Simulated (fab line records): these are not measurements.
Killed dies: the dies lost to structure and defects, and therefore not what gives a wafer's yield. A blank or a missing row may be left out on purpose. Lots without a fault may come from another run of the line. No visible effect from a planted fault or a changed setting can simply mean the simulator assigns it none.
fab line records	flow nand_harc
record lots=12	wafers=36	last_day=33
route steps=1302 shown A_BLC@1132 A_M0@1149 END@1302
lots that met no fault: taken from a fault-free run of the same line
start_h: the number of hours between the record's first day and the start of the first shown wafer of the lot	wait_h: hours elapsed since this lot's preceding step	" unchanged from the row above	L1.1+2: several wafers, shown together as one row	- no value, or no start given	* or withheld: withheld	< > ~ a bound
route shown NAME@n: names a module that has steps shown in the file, with the first one's number in the route	usual: mean/standard deviation of fault-free wafers	same: alike in all rows	chamber/n: place in a boat	sites: each site's reading	_std_site: their standard deviation	_edge_site: mean of outer sites minus mean of inner sites	radius_mm: for every site, how far away it sits from the centre of the wafer	mask NAME#n: copy n	behind: tool/chamber where the wafer was last shaped	hold: what put the lot on hold/how long, in hours/how the hold closed	device: names the non-switching transistor (n, p or np)	end of line: tests run on the same wafers once the route is complete	a step with no rows: only its recipe	killed: the dies lost at the first sort to structure and to defects; this is not the yield of the wafer	map: the dies of a wafer, with x for killed, . for not killed, _ for no die there
set.NAME: the setting that was run; set.NAME@STEP: the one run at that earlier step	model.NAME: the simulator's own value behind a step, which no gauge read
steps of the route over a sample of lots; a table a step, a row a wafer
services: when a tool's chamber went out of use (start_h, in hours from the record's first day, below 0 if earlier), for how many hours, and the reason
## steps
# step NHARC_A_BLC_CVD_24
# recipe target_thk_a=1500	temp_c=300	pressure_torr=40	wf6_flow_sccm=40	h2_flow_sccm=1600	ar_flow_sccm=1560	time_s=434	material=W
# usual heater_power_w=490/35	throttle_valve_pct=7.9/0.36
lot.wafer	tool	chamber	start_h	wait_h	heater_power_w	throttle_valve_pct
L112.1	cvd_w-02	1	-	-	522	7.6
L112.4	"	0	"	"	437	8.2
L112.5	"	1	"	"	528	7.9
L116.3	cvd_w-01	0	-	-	488	8.0
L116.4	"	1	"	"	488	7.3
L116.5	"	0	"	"	493	7.8
L115.1	cvd_w-01	1	-	-	488	7.1
L115.3	"	0	"	"	491	7.9
L115.6	"	1	"	"	499	7.2
L114.4	cvd_w-02	0	-	-	452	8.1
L114.5	"	1	"	"	526	7.6
L114.6	"	0	"	"	450	8.0
L117.3	cvd_w-02	0	-	-	449	8.3
L117.4	"	1	"	"	524	7.7
L117.5	"	0	"	"	438	8.1
L119.1	cvd_w-02	0	-	-	452	8.0
L119.3	"	0	"	"	440	8.1
L119.5	"	1	"	"	527	7.6
L122.3	cvd_w-02	1	-	-	533	7.8
L122.6	"	1	"	"	540	7.9
L122.5	"	0	"	"	441	8.0
L124.1	cvd_w-02	1	-	-	537	7.7
L124.5	"	1	"	"	542	7.9
L124.6	"	0	"	"	441	8.3
L123.2	cvd_w-02	0	-	-	446	8.4
L123.4	"	1	"	"	546	7.8
L123.6	"	1	"	"	542	7.5
L131.3	cvd_w-02	1	-	-	535	7.7
L131.4	"	0	"	"	445	8.6
L131.6	"	0	"	"	441	8.4
L130.2	cvd_w-01	0	-	-	506	8.2
L130.4	"	0	"	"	485	8.2
L130.5	"	1	"	"	489	7.6
L132.3	cvd_w-01	0	-	-	482	8.0
L132.6	"	1	"	"	498	7.3
L132.5	"	0	"	"	485	7.9
# step NHARC_A_M0_INSPECT_11
# usual raw_defect_count=82/42
lot.wafer	tool	chamber	start_h	wait_h	raw_defect_count
L112.1	defect_inspect-01	-	528.97	0.0	73
L112.4	"	-	"	"	71
L112.5	"	-	"	"	72
L116.3	defect_inspect-02	-	584.33	0.0	51
L116.4	"	-	"	"	62
L116.5	"	-	"	"	69
L115.1	defect_inspect-01	-	587.31	0.0	157
L115.3	"	-	"	"	134
L115.6	"	-	"	"	139
L114.4	defect_inspect-02	-	592.76	0.0	27
L114.5	"	-	"	"	22
L114.6	"	-	"	"	31
L117.3	defect_inspect-02	-	594.04	0.0	148
L117.4	"	-	"	"	140
L117.5	"	-	"	"	161
L119.1	defect_inspect-01	-	603.75	0.0	172
L119.3	"	-	"	"	169
L119.5	"	-	"	"	142
L122.3	defect_inspect-01	-	650.29	0.0	46
L122.5	"	-	"	"	34
L122.6	"	-	"	"	54
L124.1	defect_inspect-02	-	667.88	0.0	88
L124.5	"	-	"	"	78
L124.6	"	-	"	"	83
L123.2	defect_inspect-01	-	672.77	0.0	71
L123.4	"	-	"	"	100
L123.6	"	-	"	"	76
L131.3	defect_inspect-02	-	708.92	0.0	136
L131.4	"	-	"	"	118
L131.6	"	-	"	"	136
L130.2	defect_inspect-01	-	713.17	0.0	40
L130.4	"	-	"	"	33
L130.5	"	-	"	"	42
L132.3	defect_inspect-02	-	743.24	0.0	113
L132.5	"	-	"	"	119
L132.6	"	-	"	"	106
# step NHARC_A_M0_ETCH_34
# recipe target_depth_a=400	overetch_a=120	time_s=43.94	ion_energy_ev=200	n2_flow_sccm=150	h2_flow_sccm=150	ar_flow_sccm=0	rf_w=400	bias_w=150	chemistry=N2/H2
# usual bias_w=150.0/0.41	chamber_pressure_mTorr=30.001/0.029	drypump_motor_current_A=5.5/0.46	oes_product_au=1.000/0.012	rf_vpp_V=429.5/2.9	showerhead_plenum_p_Torr=2.00/0.096	throttle_valve_pct=14.172/0.009
lot.wafer	tool	chamber	start_h	wait_h	bias_w	chamber_pressure_mTorr	drypump_motor_current_A	oes_product_au	rf_hours_counter_h	rf_vpp_V	showerhead_plenum_p_Torr	throttle_valve_pct
L112.1	rie_diel-02	0	529.13	0.1	150.2	29.978	5.3	1.005	8.8	434.2	2.13	14.181
L112.4	"	2	"	"	149.2	29.992	4.8	1.024	-	434.4	2.12	14.165
L112.5	"	3	"	"	150.6	30.043	5.2	1.012	-	432.6	2.12	14.154
L116.3	rie_diel-09	0	584.50	0.1	149.5	29.989	5.0	0.985	3.6	425.8	1.93	14.179
L116.4	"	3	"	"	150.0	29.963	5.6	1.018	-	432.5	2.10	14.180
L116.5	"	0	"	"	149.8	29.999	5.0	0.983	-	427.9	1.93	14.185
L115.1	rie_diel-02	3	587.45	0.1	149.9	29.983	5.2	1.004	0.2	432.4	2.12	14.163
L115.3	"	0	"	"	151.1	30.010	5.3	1.008	0.2	432.8	2.13	14.186
L115.6	"	0	"	"	150.0	29.960	5.3	1.018	-	431.6	2.13	14.170
L114.4	rie_diel-09	0	592.91	0.1	150.0	29.969	5.0	0.971	4.0	427.2	1.93	14.171
L114.6	"	3	"	"	149.8	29.993	5.6	1.017	-	432.4	2.10	14.174
L114.5	"	0	"	"	149.5	30.058	5.0	0.989	-	426.3	1.93	14.174
L117.3	rie_diel-08	3	594.19	0.1	149.9	30.037	6.0	1.004	4.1	431.5	2.06	14.170
L117.4	"	1	"	"	149.9	30.002	4.9	0.979	3.7	428.7	1.94	14.163
L117.5	"	3	"	"	150.1	30.008	6.1	0.992	-	431.4	2.06	14.177
L119.1	rie_diel-08	2	603.92	0.1	150.3	30.023	5.5	0.992	5.2	425.7	1.89	14.182
L119.3	"	3	"	"	149.5	30.070	6.1	0.996	4.9	430.4	2.07	14.186
L119.5	"	1	"	"	149.7	30.003	4.9	0.991	-	426.3	1.94	14.174
L122.3	rie_diel-08	0	650.45	0.1	150.9	30.071	5.9	1.009	6.6	426.2	1.92	14.182
L122.5	"	2	"	"	149.6	29.953	5.4	1.003	-	425.4	1.89	14.158
L122.6	"	3	"	"	150.6	29.988	6.1	0.994	-	430.4	2.06	14.178
L124.1	rie_diel-08	1	668.05	0.1	150.3	30.008	4.9	0.981	8.4	426.9	1.94	14.167
L124.6	"	2	"	"	150.3	30.033	5.4	0.999	-	426.3	1.89	14.177
L124.5	"	3	"	"	150.2	30.003	6.0	0.994	-	431.7	2.06	14.199
L123.2	rie_diel-09	0	672.94	0.1	149.9	30.003	4.9	0.989	8.1	427.0	1.93	14.181
L123.4	"	2	"	"	150.1	30.037	6.2	1.008	-	426.4	1.89	14.155
L123.6	"	0	"	"	150.2	29.992	5.0	0.991	-	427.7	1.93	14.174
L131.4	rie_diel-08	2	709.07	0.1	-	-	-	-	-	-	-	-
L131.3	"	3	"	"	-	-	-	-	-	-	-	-
L131.6	"	2	"	"	-	-	-	-	-	-	-	-
L130.2	rie_diel-09	1	713.32	0.1	-	-	-	-	-	-	-	-
L130.4	"	2	"	"	-	-	-	-	-	-	-	-
L130.5	"	1	"	"	-	-	-	-	-	-	-	-
L132.3	rie_diel-09	3	743.40	0.1	-	-	-	-	-	-	-	-
L132.5	"	1	"	"	-	-	-	-	-	-	-	-
L132.6	"	2	"	"	-	-	-	-	-	-	-	-
# step NHARC_A_M0_ANNEAL_30
# recipe temp_c=225	time_s=90
# usual wafer_temp_C_max=226.00/0.23
lot.wafer	tool	chamber	start_h	wait_h	wafer_temp_C_max
L112.1	rtp_anneal-02	0	530.73	0.3	226.23
L112.4	"	0	"	"	226.14
L112.5	"	0	"	"	226.07
L116.3	rtp_anneal-02	0	586.27	0.3	226.00
L116.4	"	0	"	"	226.17
L116.5	"	0	"	"	225.76
L115.1	rtp_anneal-02	0	589.11	0.3	226.21
L115.3	"	0	"	"	226.38
L115.6	"	0	"	"	225.73
L114.4	rtp_anneal-01	0	594.65	-	226.03
L114.5	"	0	"	"	226.17
L114.6	"	0	"	"	225.77
L117.3	rtp_anneal-02	0	595.86	0.3	225.74
L117.4	"	0	"	"	225.78
L117.5	"	0	"	"	225.77
L119.1	rtp_anneal-02	0	605.61	0.3	226.11
L119.3	"	0	"	"	226.03
L119.5	"	0	"	"	226.03
L122.3	rtp_anneal-01	0	652.12	0.3	225.81
L122.5	"	0	"	"	225.95
L122.6	"	0	"	"	225.97
L124.1	rtp_anneal-02	0	669.65	-	225.84
L124.5	"	0	"	"	225.95
L124.6	"	0	"	"	226.09
L123.2	rtp_anneal-02	0	674.63	-	225.81
L123.4	"	0	"	"	226.11
L123.6	"	0	"	"	225.49
L131.3	rtp_anneal-01	0	710.74	0.3	226.03
L131.4	"	0	"	"	225.90
L131.6	"	0	"	"	226.60
L130.2	rtp_anneal-01	0	714.95	-	226.05
L130.4	"	0	"	"	225.91
L130.5	"	0	"	"	226.05
L132.3	rtp_anneal-01	0	745.12	0.3	225.99
L132.5	"	0	"	"	226.08
L132.6	"	0	"	"	225.93
# step NHARC_END_SORT_01
# recipe temp_c=25
# usual defect_limited_yield=91/3.1	killed_at_array=54/21	killed_at_other=0.9/1.1	killed_at_periphery=3.5/2.5	killed_dies=58/21	killed_open=3.3/1.9	killed_short=2.6/1.8	sort_bin_2_pct=3.0/1.4	sort_bin_3_pct=0.6/0.41	sort_bin_4_pct=4.9/1.7	sort_n_pass=619/21	sort_rim_yield_pct=92/4	sort_yield_pct=91/3.1
# same gross_dies=677	sort_bin_5_pct[%]=0	sort_bin_6_pct[%]=0	sort_bin_7_pct[%]=0	sort_bin_8_pct[%]=0	sort_rim_n_gross=106.00
lot.wafer	tool	chamber	start_h	wait_h	defect_limited_yield[%]	killed_at_array	killed_at_other	killed_at_periphery	killed_dies	killed_open	killed_short	sort_bin_2_pct[%]	sort_bin_3_pct[%]	sort_bin_4_pct[%]	sort_n_pass	sort_rim_yield_pct[%]	sort_yield_pct[%]
L119.1	prober-01	0	642.49	2.5	87	86	0	4	90	3	4	6.4	1.0	5.9	587	90	87
L119.3	prober-01	0	644.09	3.1	85	101	0	2	103	3	3	5.8	0.9	8.6	574	86	85
L119.5	prober-01	0	645.70	3.7	88	76	1	3	80	2	3	5.9	0.6	5.3	597	92	88
L122.3	prober-02	0	693.11	3.1	93	41	0	4	45	5	3	3.0	0.1	3.5	632	92	93
L122.5	prober-02	0	694.72	3.7	94	34	2	2	38	3	5	1.8	0.4	3.4	639	94	94
L122.6	prober-02	0	695.53	4.0	94	39	0	2	41	1	1	1.5	0.4	4.1	636	87	94
L124.1	prober-01	0	705.48	2.5	90	58	2	5	65	1	1	2.8	0.6	6.2	612	88	90
L124.6	prober-01	0	709.50	4.0	91	56	1	6	63	6	5	4.1	0.3	4.9	614	92	91
L123.2	prober-02	0	716.76	2.8	90	65	0	4	69	4	6	1.9	0.7	7.5	608	94	90
L123.4	prober-02	0	718.38	3.4	89	71	0	5	76	2	3	3.7	1.3	6.2	601	94	89
L123.6	prober-02	0	719.99	4.0	90	60	0	6	66	5	3	3.1	0.7	5.9	611	96	90
L131.3	prober-02	0	749.53	3.1	0	672	1	4	677	4	6	91.9	1.2	6.9	0	0	0
L131.4	prober-02	0	750.33	3.4	0	673	1	3	677	5	2	93.6	0.3	6.1	0	0	0
L131.6	prober-02	0	751.92	4.0	0	674	1	2	677	3	4	90.0	1.5	8.6	0	0	0
L130.2	prober-01	0	756.47	2.8	0	672	2	3	677	5	3	95.7	0.3	4.0	0	0	0
L130.4	prober-01	0	758.06	3.4	0	674	1	2	677	2	2	95.9	0.6	3.5	0	0	0
L130.5	prober-01	0	758.86	3.7	0	673	0	4	677	3	5	96.5	0.6	3.0	0	0	0
L132.3	prober-01	0	787.63	3.1	0	675	1	1	677	1	3	93.2	0.4	6.4	0	0	0
L132.5	prober-01	0	789.22	3.7	0	675	0	2	677	5	3	92.2	0.9	6.9	0	0	0
L132.6	prober-01	0	790.01	4.0	0	671	1	5	677	2	4	94.8	1.2	4.0	0	0	0
# killed by level:class
L119.1 A_SLIT:chamber_film_flake=29 A_CHANNEL_HOLE_D1:chamber_film_flake=26 A_CHANNEL_HOLE_D2:chamber_film_flake=18 A_CHANNEL_FILL_D1:chamber_film_flake=3 A_STAIRCASE:chamber_film_flake=3 P_STI:chamber_film_flake=2 P_GATE:geometric_particle:open=1 A_ONON_D1:geometric_particle:short=1
L119.3 A_CHANNEL_HOLE_D1:chamber_film_flake=34 A_CHANNEL_HOLE_D2:chamber_film_flake=32 A_SLIT:chamber_film_flake=24 A_CHANNEL_FILL_D1:chamber_film_flake=4 A_STAIRCASE:chamber_film_flake=2 P_M0:geometric_particle:open=1 P_M2:geometric_particle:open=1 A_CHANNEL_FILL_D1:geometric_particle:open=1
L119.5 A_CHANNEL_HOLE_D1:chamber_film_flake=29 A_CHANNEL_HOLE_D2:chamber_film_flake=20 A_SLIT:chamber_film_flake=18 A_CONTACT:chamber_film_flake=3 A_ZERO_WELL:chamber_film_flake=2 P_M0:geometric_particle:short=1 P_M0:geometric_particle:open=1 P_M2:geometric_particle:open=1
L122.3 A_CHANNEL_HOLE_D2:chamber_film_flake=16 A_CHANNEL_HOLE_D1:chamber_film_flake=7 A_STAIRCASE:chamber_film_flake=6 A_CHANNEL_FILL_D1:chamber_film_flake=3 P_M0:geometric_particle:open=2 A_CHANNEL_FILL_D1:geometric_particle:short=2 A_CHANNEL_FILL_D2:chamber_film_flake=2 A_SLIT:chamber_film_flake=2
L122.5 A_CHANNEL_HOLE_D2:chamber_film_flake=9 A_CHANNEL_HOLE_D1:chamber_film_flake=7 A_SLIT:chamber_film_flake=3 A_STAIRCASE:chamber_film_flake=3 A_ONON_D1:geometric_particle:short=2 A_DECK1_JOINT:chamber_film_flake=2 A_CHANNEL_FILL_D2:chamber_film_flake=2 THIN_TSV:chamber_film_flake=2
L122.6 A_CHANNEL_HOLE_D2:chamber_film_flake=15 A_SLIT:chamber_film_flake=10 A_CHANNEL_FILL_D2:chamber_film_flake=4 A_STAIRCASE:chamber_film_flake=3 A_CHANNEL_HOLE_D1:chamber_film_flake=2 A_CONTACT:chamber_film_flake=2 P_CONTACT:geometric_particle:open=1 A_DECK1_JOINT:geometric_particle:short=1
L124.1 A_CHANNEL_HOLE_D1:chamber_film_flake=42 A_SLIT:chamber_film_flake=5 P_M1:chamber_film_flake=3 A_CHANNEL_FILL_D2:chamber_film_flake=2 A_WL_FILL:chamber_film_flake=2 A_CONTACT:chamber_film_flake=2 THIN_TSV:chamber_film_flake=2 A_CHANNEL_FILL_D2:geometric_particle:short=1
L124.6 A_CHANNEL_HOLE_D1:chamber_film_flake=36 A_CHANNEL_FILL_D2:chamber_film_flake=4 P_M1:chamber_film_flake=3 A_ONON_D1:geometric_particle:short=2 A_WL_FILL:geometric_particle:open=2 A_CONTACT:chamber_film_flake=2 P_M0:geometric_particle:open=1 A_ONON_D1:geometric_particle:open=1
L123.2 A_CHANNEL_HOLE_D1:chamber_film_flake=28 A_CHANNEL_HOLE_D2:chamber_film_flake=17 A_WL_FILL:geometric_particle:short=4 A_CONTACT:chamber_film_flake=4 A_ONON_D1:geometric_particle:open=3 A_CHANNEL_FILL_D2:chamber_film_flake=3 A_ZERO_WELL:chamber_film_flake=2 A_WL_FILL:chamber_film_flake=2
L123.4 A_CHANNEL_HOLE_D1:chamber_film_flake=34 A_CHANNEL_HOLE_D2:chamber_film_flake=15 A_SLIT:chamber_film_flake=6 P_M1:chamber_film_flake=4 A_STAIRCASE:chamber_film_flake=4 A_CHANNEL_FILL_D2:chamber_film_flake=3 A_CONTACT:chamber_film_flake=2 A_ONON_D1:geometric_particle:open=1
L123.6 A_CHANNEL_HOLE_D1:chamber_film_flake=33 A_CHANNEL_HOLE_D2:chamber_film_flake=8 A_STAIRCASE:chamber_film_flake=3 A_SLIT:chamber_film_flake=3 P_M1:chamber_film_flake=2 A_ZERO_WELL:chamber_film_flake=2 A_CHANNEL_FILL_D2:chamber_film_flake=2 A_CONTACT:chamber_film_flake=2
L131.3 A_M0:area_etch=585 A_CHANNEL_HOLE_D1:chamber_film_flake=29 A_SLIT:chamber_film_flake=22 A_CHANNEL_HOLE_D2:chamber_film_flake=18 A_CONTACT:chamber_film_flake=5 A_WL_FILL:geometric_particle:short=2 P_ZERO_WELL:chamber_film_flake=2 A_CHANNEL_FILL_D1:chamber_film_flake=2
L131.4 A_M0:area_etch=596 A_CHANNEL_HOLE_D1:chamber_film_flake=30 A_SLIT:chamber_film_flake=25 A_CHANNEL_HOLE_D2:chamber_film_flake=12 A_CHANNEL_FILL_D1:chamber_film_flake=3 P_CONTACT:geometric_particle:open=2 A_DECK1_JOINT:geometric_particle:short=2 A_ONON_D1:geometric_particle:open=1
L131.6 A_M0:area_etch=580 A_CHANNEL_HOLE_D1:chamber_film_flake=36 A_SLIT:chamber_film_flake=30 A_CHANNEL_HOLE_D2:chamber_film_flake=11 A_DECK1_JOINT:chamber_film_flake=3 A_ONON_D1:geometric_particle:short=2 A_CHANNEL_FILL_D1:geometric_particle:short=2 A_WL_FILL:geometric_particle:open=2
L130.2 A_M0:area_etch=637 A_CHANNEL_HOLE_D1:chamber_film_flake=10 A_SLIT:chamber_film_flake=9 A_STAIRCASE:chamber_film_flake=4 A_CHANNEL_HOLE_D2:chamber_film_flake=3 A_DECK1_JOINT:geometric_particle:open=2 A_CONTACT:chamber_film_flake=2 A_SOURCE_PLATE:geometric_particle:short=1
L130.4 A_M0:area_etch=642 A_CHANNEL_HOLE_D1:chamber_film_flake=13 A_STAIRCASE:chamber_film_flake=6 A_SLIT:chamber_film_flake=6 A_CONTACT:chamber_film_flake=3 A_ONON_D2:geometric_particle:short=1 A_CHANNEL_FILL_D2:geometric_particle:open=1 A_CHANNEL_FILL_D2:geometric_particle:short=1
L130.5 A_M0:area_etch=633 A_CHANNEL_HOLE_D1:chamber_film_flake=16 A_SLIT:chamber_film_flake=10 A_CONTACT:chamber_film_flake=5 P_GATE:chamber_film_flake=3 A_STAIRCASE:chamber_film_flake=2 A_DECK1_JOINT:geometric_particle:short=2 P_M0:geometric_particle:open=1
L132.3 A_M0:area_etch=610 A_CHANNEL_HOLE_D2:chamber_film_flake=19 A_SLIT:chamber_film_flake=19 A_CONTACT:chamber_film_flake=10 A_CHANNEL_HOLE_D1:chamber_film_flake=9 A_DECK1_JOINT:chamber_film_flake=3 A_CHANNEL_HOLE_D2:geometric_particle:short=1 A_CHANNEL_FILL_D2:geometric_particle:short=1
L132.5 A_M0:area_etch=601 A_CHANNEL_HOLE_D2:chamber_film_flake=22 A_SLIT:chamber_film_flake=18 A_CHANNEL_HOLE_D1:chamber_film_flake=13 A_CONTACT:chamber_film_flake=10 A_DECK1_JOINT:geometric_particle:short=3 P_STI:chamber_film_flake=2 A_STAIRCASE:chamber_film_flake=2
L132.6 A_M0:area_etch=630 A_SLIT:chamber_film_flake=15 A_CHANNEL_HOLE_D2:chamber_film_flake=8 A_CONTACT:chamber_film_flake=7 A_CHANNEL_HOLE_D1:chamber_film_flake=3 A_SOURCE_PLATE:geometric_particle:short=2 P_STI:chamber_film_flake=2 A_CHANNEL_FILL_D2:chamber_film_flake=2
## services
tool	chamber	start_h	hours	kind
rie_diel-09	0	506.16	-	clean
rie_diel-02	1	526.08	8.1	repair
rie_diel-08	-	544.80	9.0	pm
cvd_w-01	-	547.00	13.0	pm
rie_diel-02	2	562.91	7.4	repair
rie_diel-08	1	567.26	8.4	repair
rie_diel-02	-	570.70	9.0	pm
rie_diel-09	2	574.61	14.1	repair
rie_diel-08	2	612.46	20.7	repair
rie_diel-09	2	616.52	14.2	repair
cvd_w-02	-	631.00	13.0	pm
cvd_w-02	0	631.00	13.0	vent_cycle
cvd_w-02	1	631.00	13.0	vent_cycle
cvd_w-02	0	644.00	-	clean
cvd_w-02	1	644.00	-	clean
rie_diel-09	1	650.24	4.6	repair
cvd_w-01	0	653.43	3.7	repair
rie_diel-09	3	662.59	11.6	repair
rtp_anneal-01	-	669.81	1.2	repair
rie_diel-09	-	674.16	9.0	pm
rie_diel-08	-	721.80	9.0	pm
cvd_w-01	-	728.00	13.0	pm
rie_diel-02	2	741.10	4.7	repair
rtp_anneal-02	-	744.10	12.0	pm
## key
first_sign step=NHARC_A_M0_ETCH_34	reading=tool_record	direction=missing
effect step=NHARC_END_SORT_01	reading=sort_bin_2_pct	direction=up	sigmas=65	usual=3.0	struck=93.7
more_kills_born_at NHARC_A_M0_ETCH_34@rie_diel-09=3753	NHARC_A_M0_ETCH_34@rie_diel-08=1761
met_at NHARC_A_M0_ETCH_34
struck_lots L130,L131,L132
later_rows_left_out L130.2,L130.4,L130.5,L131.3,L131.4,L131.6,L132.3,L132.5,L132.6
not_acting_at NHARC_A_BLC_CVD_24,NHARC_A_M0_INSPECT_11,NHARC_A_M0_ANNEAL_30
onset_between 672.94 709.07
fault kind=skipped_step_whole	tool=rie_diel-08,rie_diel-09	chamber=-	onset_h=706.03	steps=NHARC_A_M0_ETCH_34	scope=struck_lots_only
# later_rows_left_out: the simulator's readings of these wafers behind a module that went badly wrong aren't trusted and aren't shown, but for the sort
